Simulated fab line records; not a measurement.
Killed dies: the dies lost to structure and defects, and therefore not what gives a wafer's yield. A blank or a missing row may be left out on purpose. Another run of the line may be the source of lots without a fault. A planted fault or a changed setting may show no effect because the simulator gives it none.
Chamber matching	flow n5-finfet	N5_BEOL_M11_DEP_56 on pecvd-04 has 3 sister chambers
The step deposits SiCN from 3MS/NH3, target thk 30 nm, time 10.5 s. 6 wafers are shown with their chamber, then 9 later ones without.

## WAFERS WITH THEIR CHAMBER
wafer	chamber	throttle-valve-pct (%)	showerhead-plenum-p-Torr (Torr)
L085.4	2	17.5	4.164
L088.3	1	19.0	4.150
L088.5	0	19.0	4.135
L091.1	0	19.0	4.131
L091.2	1	18.8	4.158
L091.6	2	17.5	4.170

## WAFERS WITHOUT THEIR CHAMBER
wafer	throttle-valve-pct (%)	showerhead-plenum-p-Torr (Torr)
L093.2	19.2	4.129
L093.4	18.9	4.150
L093.5	17.4	4.153
L094.1	18.9	4.131
L094.2	17.7	4.167
L094.3	19.1	4.143
L096.2	17.3	4.171
L096.4	17.7	4.160
L096.5	19.1	4.151

## WHICH CHAMBER EACH ONE RAN IN
wafer	from the rows above	in truth
L093.2	0	0
L093.4	1	1
L093.5	2	2
L094.1	0	0
L094.2	2	2
L094.3	can't be placed: 0 or 1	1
L096.2	2	2
L096.4	2	2
L096.5	can't be placed: 1 or 0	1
7 of 9 placed correctly. These rows do not allow placing 2 (true chamber among the candidates in 2). Wrongly placed: 0.
How it was worked out, from the rows above alone: a wafer's distance from a chamber is the root of the sum, over the readings, of the square of ((its reading less the chamber's mean) divided by the reading's scatter). The wafer belongs to the nearest chamber; if the next one is less than 2 further off, it can't be placed. The mean given for a chamber averages the wafers shown for that chamber. How the scatter is found: for the shown wafers, subtract from each reading the mean of its chamber, square and add these, divide the total by (wafers less chambers), then take the root.
